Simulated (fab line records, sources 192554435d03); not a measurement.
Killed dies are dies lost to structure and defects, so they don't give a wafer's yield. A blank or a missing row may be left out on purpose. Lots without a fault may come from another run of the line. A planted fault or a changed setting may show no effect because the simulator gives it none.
A struck lot beside a sound one | flow n5_finfet | 41 steps out of a route of 1938
Sound: wafers L425.1, L425.2, L425.4. Struck: wafers L442.1, L442.2, L442.5. The cause comes at the end.
At each step with rows: each side's tool, then ch and its chambers, then its first start. Under that, the readings that differ: sound wafers | struck wafers | difference of the means | sigmas: that difference in standard deviations of wafers without a fault.
alike: readings whose means differ by less than 2 such deviations, and words and numbers that are the same on both sides. not compared: withheld readings, readings that some wafer has no value for, bounds like >300 that may hide the same value, and numbers for which the record gives no deviation and whose values overlap.
The two part at a step that has a row with sigmas, a row that says differs or no value, or rows on one side only. Numbers that don't overlap but have no deviation are shown without sigmas and don't part them. A reading that every wafer of one side lacks parts them only if that side has two wafers or more.

first, 2 steps without rows for these wafers: N5_BEOL_M1_PRECLEAN_42 (cleans in residue remover, time 60 s); N5_BEOL_M1_SRD_43 (time 30 s).
N5_BEOL_M1_CD_MEAS_35: target cd 18 nm, target cd y 21 nm.
  sound on cd_sem-02, day 6 11:36; struck on cd_sem-01, day 10 07:58
  alike: cd_nm
then, 8 steps without rows for these wafers: N5_BEOL_M1_DEGAS_44 (time 60 s); N5_BEOL_M1_PRE_CLEAN_45 (time 30 s); N5_BEOL_M1_ALD_84 (deposits TaN, pulse time 2 s, purge time 3 s, co reactant purge time 2 s); N5_BEOL_M1_SURFACE_TREAT_85; N5_BEOL_M1_CVD_47 (deposits Co from CCTBA/H2, target thk 3 nm, time 223.8 s); N5_BEOL_M1_SPUTTER_48 (material Cu, target thk 4.5 nm, time 8.29 s); N5_BEOL_M1_ANNEAL_49 (time 240 s); N5_BEOL_M1_SPUTTER_79 (material Cu, target thk 4.5 nm, time 8.29 s).
N5_BEOL_M1_ANNEAL_80: time 240 s.
  sound on pvd_sputter-01, day 6 13:39; struck on pvd_sputter-02, day 10 09:22
  alike: heater_power_w
N5_BEOL_M1_SPUTTER_81: material Cu, target thk 4.5 nm, time 8.29 s.
  sound on pvd_sputter-01, day 6 13:47; struck on pvd_sputter-02, day 10 09:31
  alike: throttle_valve_pct
N5_BEOL_M1_ANNEAL_82: time 240 s.
  sound on pvd_sputter-01, day 6 13:52; struck on pvd_sputter-02, day 10 09:35
  alike: heater_power_w
N5_BEOL_M1_SPUTTER_86: material Cu, target thk 4.5 nm, time 8.29 s.
  sound on pvd_sputter-01, day 6 14:01; struck on pvd_sputter-02, day 10 09:44
  alike: throttle_valve_pct
then, 17 steps without rows for these wafers: N5_BEOL_M1_ANNEAL_87 (time 240 s); N5_BEOL_M1_SPUTTER_88 (material Cu, target thk 4.5 nm, time 8.29 s); N5_BEOL_M1_ANNEAL_89 (time 240 s); N5_BEOL_M1_SPUTTER_90 (material Cu, target thk 4.5 nm, time 8.29 s); N5_BEOL_M1_ANNEAL_91 (time 240 s); N5_BEOL_M1_SPUTTER_92 (material Cu, target thk 4.5 nm, time 8.29 s); N5_BEOL_M1_ANNEAL_93 (time 240 s); N5_BEOL_M1_SPUTTER_94 (material Cu, target thk 4.5 nm, time 8.29 s); N5_BEOL_M1_ANNEAL_95 (time 240 s); N5_BEOL_M1_SPUTTER_96 (material Cu, target thk 4.5 nm, time 8.29 s); N5_BEOL_M1_ECD_50 (material Cu, target thk 300 nm); N5_BEOL_M1_ANNEAL_51 (time 90 s); N5_BEOL_M1_CMP_52 (polishes, stops on SiOC, t overpolish 6.8 s, target thk 40 nm); N5_BEOL_M1_PRE_CLEAN_60 (time 15 s); N5_BEOL_M1_CO_CAP_55 (material Co, precursor CCTBA/H2, target thk 2 nm, time 102.1 s); N5_BEOL_M1_PRE_CLEAN_56 (time 15 s); N5_BEOL_M1_DEP_57 (deposits SiCN from 3MS/NH3, target thk 8 nm, time 14 s).
N5_BEOL_M1_RS_MEAS_58: measures by four-point-probe.
  sound on film_metro-02, day 6 16:13; struck on film_metro-01, day 10 12:31
  alike: M1_RS
N5_BEOL_M2_ILD_DEP_00: deposits SiOC from DEMS/O2, target thk 79 nm, time 15.3 s.
  sound on pecvd-04 ch 1,2, day 6 16:16; struck on pecvd-03 ch 0,1, day 10 12:35
  alike: heater_power_outer_w, heater_power_w, showerhead_plenum_p_Torr, throttle_valve_pct
  not compared: since_wet_clean_h
N5_BEOL_M2_THK_MEAS_01:
  sound on film_metro-01, day 6 16:20; struck on film_metro-01, day 10 12:40
  alike: M2_ILD_THK
then, 1 step without rows for these wafers: N5_BEOL_M2_PECVD_72 (deposits SiO2 from TEOS/O2, target thk 16 nm, time 18 s).
N5_BEOL_M2_HM_DEP_02: deposits TiN, target thk 20 nm.
  sound on pvd_sputter-03, day 6 17:38; struck on pvd_sputter-01, day 10 14:36
  alike: throttle_valve_pct
then, 3 steps without rows for these wafers: N5_BEOL_M2_COAT_61 (time 60 s, resist thk 60 nm); N5_BEOL_M2_COAT_62 (time 60 s, resist thk 12 nm); N5_BEOL_M2_COAT_73 (time 60 s, resist thk 5 nm).
-- the record jumps here: 6 days lie between the struck wafers' starts before and after (it left off in module BEOL_M2 and takes up again in module PASSIVATION, whose first step shown is number 1936 of the route) --
N5_PASSIVATION_PROBE_49:
  sound on prober-02, day 11 22:41; struck on prober-01, day 16 09:22
  reading                  | sound          | struck         | difference | sigmas
  defect_limited_yield (%) | 93.7 93.3 93.9 | 80.8 80.2 78.9 | -13.7      | -9
  killed_at_M0_to_M3       | 25 26 22       | 165 158 183    | +144       | +13
  killed_dies              | 74 79 72       | 227 234 249    | +162       | +9
  sort_bin_5_function (%)  | 4.2 4.5 3.9    | 10.9 12.3 13.7 | +8.1       | +7
  sort_bin_6_memory (%)    | 1.9 1.9 2.0    | 4.1 4.3 3.8    | +2.1       | +3
  sort_n_pass              | 1106 1101 1108 | 953 946 931    | -162       | -9
  sort_yield_pct (%)       | 93.7 93.3 93.9 | 80.8 80.2 78.9 | -13.7      | -9
  alike: killed_at_M4_up, killed_at_contacts, killed_at_front_end, killed_at_other, killed_open, killed_short, sort_bin_8_speed

WHERE THEY PART
Only at N5_PASSIVATION_PROBE_49, within this record.

WHY: what the simulator had put in
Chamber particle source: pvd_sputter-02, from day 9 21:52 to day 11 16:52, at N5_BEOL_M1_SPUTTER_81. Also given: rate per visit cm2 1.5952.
